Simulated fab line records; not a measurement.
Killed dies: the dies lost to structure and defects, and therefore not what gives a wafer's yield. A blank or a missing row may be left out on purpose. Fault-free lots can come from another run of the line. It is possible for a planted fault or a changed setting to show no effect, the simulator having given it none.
Chamber matching | flow nand harc | 3 sister chambers for NHARC_P_M2_DEP_33 on pecvd-04
The step deposits SiCN, target thk 30 nm. 3 wafers are shown with their chamber, then 12 later ones without.

WAFERS PAIRED WITH THEIR CHAMBERS
wafer  | chamber | heater power w (W)
L088.1 | 2       | 562
L088.2 | 1       | 527
L088.3 | 0       | 595

WAFERS WITH NO CHAMBER GIVEN
wafer  | heater power w (W)
L090.1 | 537
L090.5 | 584
L090.6 | 563
L094.2 | 623
L094.4 | 562
L094.6 | 492
L095.3 | 579
L095.4 | 519
L095.5 | 586
L096.1 | 498
L096.4 | 493
L096.5 | 503

WHICH CHAMBER EACH WENT THROUGH
wafer  | from the rows above          | in truth
L090.1 | can't be placed: 1 or 2      | 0
L090.5 | can't be placed: 0 or 2      | 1
L090.6 | can't be placed: 2 or 0 or 1 | 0
L094.2 | can't be placed: 0 or 2      | 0
L094.4 | can't be placed: 2 or 0 or 1 | 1
L094.6 | can't be placed: 1 or 2      | 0
L095.3 | can't be placed: 0 or 2 or 1 | 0
L095.4 | can't be placed: 1 or 2      | 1
L095.5 | can't be placed: 0 or 2      | 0
L096.1 | can't be placed: 1 or 2      | 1
L096.4 | can't be placed: 1 or 2      | 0
L096.5 | can't be placed: 1 or 2      | 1
Placed correctly: 0 of 12. Can't be placed from these rows: 12 (the true chamber is among the candidates in 8). Placed wrongly: 0.
How it was worked out, from the rows above alone: a wafer's distance from a chamber is the root of the sum, over the readings, of the square of ((its reading less the chamber's mean) divided by the reading's scatter). If the next closest chamber is less than 2 further off than the closest, the wafer can't be placed; otherwise it belongs to the closest. A chamber's mean is the mean of its shown wafers. The scatter: root of mean squared gap, hidden wafer to nearest shown wafer, with one shown wafer a chamber.
